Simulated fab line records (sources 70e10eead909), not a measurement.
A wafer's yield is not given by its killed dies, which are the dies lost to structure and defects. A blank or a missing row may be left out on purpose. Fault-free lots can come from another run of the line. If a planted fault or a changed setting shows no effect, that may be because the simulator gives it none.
Matching of chambers | flow nand_harc | ald_metal-01 running NHARC_P_CONTACT_ALD_22: 4 sister chambers
The step deposits TiN, target thk 3 nm, pulse time 1 s, ald cycles 150. 8 wafers are shown with their chamber, then 12 later ones without.

## WAFERS PAIRED WITH THEIR CHAMBERS
wafer  | chamber | heater_power_w (W) | precursor_pulse_height_rel
L079.3 | 2       | 1113               | 0.984
L080.1 | 1       | 1034               | 0.983
L085.3 | 0       | 1167               | 1.019
L085.4 | 1       | 1054               | 1.014
L085.6 | 0       | 1203               | 1.002
L086.2 | 2       | 1100               | 1.011
L086.4 | 3       | 1042               | 1.016
L086.5 | 3       | 1011               | 0.962

## WAFERS WITHOUT THEIR CHAMBER
wafer  | heater_power_w (W) | precursor_pulse_height_rel
L088.2 | 1148               | 0.995
L088.4 | 1038               | 0.990
L088.5 | 1175               | 0.987
L091.1 | 1175               | 0.989
L091.2 | 1059               | 0.996
L091.5 | 1025               | 1.028
L095.2 | 1045               | 1.000
L095.5 | 1111               | 1.002
L095.6 | 1069               | 1.012
L097.1 | 1014               | 1.004
L097.2 | 1190               | 0.997
L097.5 | 1176               | 0.991

## CHAMBER TAKEN BY EACH
wafer  | from the rows above          | in truth
L088.2 | can't be placed: 0 or 2      | 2
L088.4 | can't be placed: 1 or 3      | 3
L088.5 | 0                            | 0
L091.1 | 0                            | 0
L091.2 | can't be placed: 1 or 3 or 2 | 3
L091.5 | can't be placed: 1 or 3      | 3
L095.2 | can't be placed: 1 or 3      | 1
L095.5 | 2                            | 2
L095.6 | can't be placed: 1 or 2 or 3 | 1
L097.1 | can't be placed: 3 or 1      | 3
L097.2 | 0                            | 0
L097.5 | 0                            | 0
Correct placement for 5 of the 12. From these rows, 7 cannot be placed; in 7 the true chamber is one of the candidates. Wrongly placed: 0.
How it was worked out, from the rows above alone: a wafer's distance from a chamber is the root of the sum, over the readings, of the square of ((its reading less the chamber's mean) divided by the reading's scatter). If the next closest chamber is less than 2 further off than the closest, the wafer can't be placed; otherwise it belongs to the closest. The mean given for a chamber averages the wafers shown for that chamber. The scatter: the root of (the sum of the squares of (reading less its chamber's mean) over the shown wafers, divided by (wafers less chambers)).
